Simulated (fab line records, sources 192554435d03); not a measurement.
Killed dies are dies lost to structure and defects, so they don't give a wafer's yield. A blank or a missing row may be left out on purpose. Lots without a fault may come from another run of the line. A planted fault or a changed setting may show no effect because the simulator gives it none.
Chamber matching | flow n5_finfet | N5_ILD0_ALD_15 on ald_sin-01: 3 sister chambers
The step deposits SiNx, target thk 24 nm, pulse time 1 s, ald cycles 480. 6 wafers are shown with their chamber, then 7 later ones without.

WAFERS WITH THEIR CHAMBER
wafer  | chamber | heater_power_w (W) | precursor_pulse_height_rel
L901.6 | 0       | 750                | 1.004
L902.4 | 1       | 869                | 1.022
L902.5 | 2       | 794                | 0.978
L903.1 | 2       | 779                | 1.011
L903.2 | 0       | 774                | 0.991
L903.4 | 1       | 860                | 1.019

WAFERS WITHOUT THEIR CHAMBER
wafer  | heater_power_w (W) | precursor_pulse_height_rel
L904.3 | 759                | 1.010
L904.5 | 797                | 0.977
L906.2 | 806                | 0.984
L906.5 | 861                | 0.994
L906.6 | 807                | 0.976
L908.4 | 780                | 1.013
L908.5 | 796                | 0.975

WHICH CHAMBER EACH WENT THROUGH
wafer  | from the rows above     | in truth
L904.3 | can't be placed: 0 or 2 | 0
L904.5 | can't be placed: 2 or 0 | 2
L906.2 | can't be placed: 2 or 0 | 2
L906.5 | 1                       | 1
L906.6 | can't be placed: 2 or 0 | 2
L908.4 | can't be placed: 2 or 0 | 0
L908.5 | can't be placed: 2 or 0 | 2
Placed correctly: 1 of 7. Can't be placed from these rows: 6 (the true chamber is among the candidates in 6). Placed wrongly: 0.
How it was worked out, from the rows above alone: a wafer's distance from a chamber is the root of the sum, over the readings, of the square of ((its reading less the chamber's mean) divided by the reading's scatter). The wafer belongs to the nearest chamber; if the next one is less than 2 further off, it can't be placed. A chamber's mean is the mean of its shown wafers. The scatter: the root of (the sum of the squares of (reading less its chamber's mean) over the shown wafers, divided by (wafers less chambers)).
